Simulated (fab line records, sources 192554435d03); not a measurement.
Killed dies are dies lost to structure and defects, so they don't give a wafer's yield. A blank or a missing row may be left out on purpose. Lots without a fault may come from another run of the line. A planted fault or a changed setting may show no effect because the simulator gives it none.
Chamber matching | flow n5_finfet | N5_MOL_CONTACT_COAG_ETCH_59 on rie_diel-04: 4 sister chambers
The step etches underlayer in N2/H2, target depth 13 nm, time 10.4 s. 8 wafers are shown with their chamber, then 7 later ones without.

WAFERS WITH THEIR CHAMBER
wafer  | chamber | drypump_motor_current_A (A) | showerhead_plenum_p_Torr (Torr)
L083.3 | 0       | 6.2                         | 2.61
L087.4 | 1       | 6.2                         | 2.50
L088.2 | 1       | 6.3                         | 2.50
L090.2 | 3       | 5.5                         | 2.60
L090.3 | 2       | 5.6                         | 2.53
L090.6 | 3       | 5.5                         | 2.60
L091.1 | 0       | 6.2                         | 2.60
L091.3 | 2       | 5.6                         | 2.52

WAFERS WITHOUT THEIR CHAMBER
wafer  | drypump_motor_current_A (A) | showerhead_plenum_p_Torr (Torr)
L091.6 | 5.5                         | 2.60
L093.3 | 5.5                         | 2.52
L093.4 | 6.2                         | 2.60
L093.5 | 5.5                         | 2.60
L095.4 | 6.2                         | 2.49
L095.5 | 5.5                         | 2.60
L095.6 | 5.5                         | 2.52

WHICH CHAMBER EACH WENT THROUGH
wafer  | from the rows above | in truth
L091.6 | 3                   | 3
L093.3 | 2                   | 2
L093.4 | 0                   | 0
L093.5 | 3                   | 3
L095.4 | 1                   | 1
L095.5 | 3                   | 3
L095.6 | 2                   | 2
Placed correctly: 7 of 7. Can't be placed from these rows: 0. Placed wrongly: 0.
How it was worked out, from the rows above alone: a wafer's distance from a chamber is the root of the sum, over the readings, of the square of ((its reading less the chamber's mean) divided by the reading's scatter). The wafer belongs to the nearest chamber; if the next one is less than 2 further off, it can't be placed. A chamber's mean is the mean of its shown wafers. The scatter: the root of (the sum of the squares of (reading less its chamber's mean) over the shown wafers, divided by (wafers less chambers)).
